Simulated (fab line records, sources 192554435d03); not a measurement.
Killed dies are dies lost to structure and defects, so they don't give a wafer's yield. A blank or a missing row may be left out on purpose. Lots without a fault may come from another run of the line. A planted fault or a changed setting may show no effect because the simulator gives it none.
Chamber matching | flow n5_finfet | N5_BEOL_M1_ALD_84 on ald_metal-02: 4 sister chambers
The step deposits TaN, pulse time 2 s, purge time 3 s, co reactant purge time 2 s. 16 wafers are shown with their chamber, then 8 later ones without.

WAFERS WITH THEIR CHAMBER
wafer  | chamber | heater_power_outer_w (W) | heater_power_w (W)
L078.1 | 1       | 201                      | 382
L078.3 | 3       | 263                      | 476
L078.6 | 3       | 253                      | 480
L079.3 | 0       | 243                      | 440
L079.4 | 1       | 210                      | 392
L079.6 | 3       | 259                      | 464
L080.1 | 3       | 252                      | 476
L080.4 | 2       | 205                      | 392
L080.5 | 3       | 251                      | 469
L081.1 | 2       | 216                      | 405
L081.3 | 1       | 203                      | 384
L081.5 | 1       | 207                      | 388
L082.1 | 3       | 257                      | 493
L082.2 | 2       | 211                      | 399
L082.3 | 1       | 211                      | 384
L084.1 | 0       | 243                      | 420

SIGNATURES (means of the wafers above)
reading              | chamber 0 | chamber 1 | chamber 2 | chamber 3 | scatter within a chamber
heater_power_outer_w | 243.00    | 206.40    | 210.67    | 255.83    | 4.52
heater_power_w       | 430.00    | 386.00    | 398.67    | 476.33    | 8.4
Rule: a wafer's distance from a chamber is the root of the sum, over the readings, of the square of ((its reading less the chamber's mean) divided by the reading's scatter). The wafer belongs to the nearest chamber; if the next one is less than 2 further off, it can't be placed. The scatter: the root of (the sum of the squares of (reading less its chamber's mean) over the shown wafers, divided by (wafers less chambers)).

WAFERS WITHOUT THEIR CHAMBER
wafer  | heater_power_outer_w (W) | heater_power_w (W)
L084.3 | 252                      | 480
L084.6 | 249                      | 418
L085.3 | 254                      | 477
L085.4 | 245                      | 426
L085.6 | 209                      | 406
L088.3 | 250                      | 475
L088.4 | 203                      | 377
L088.6 | 242                      | 429

WHICH CHAMBER EACH WENT THROUGH
wafer  | from the rows above     | in truth
L084.3 | 3                       | 3
L084.6 | 0                       | 0
L085.3 | 3                       | 3
L085.4 | 0                       | 0
L085.6 | can't be placed: 2 or 1 | 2
L088.3 | 3                       | 3
L088.4 | can't be placed: 1 or 2 | 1
L088.6 | 0                       | 0
Placed correctly: 6 of 8. Can't be placed from these rows: 2 (the true chamber is among the candidates in 2). Placed wrongly: 0.
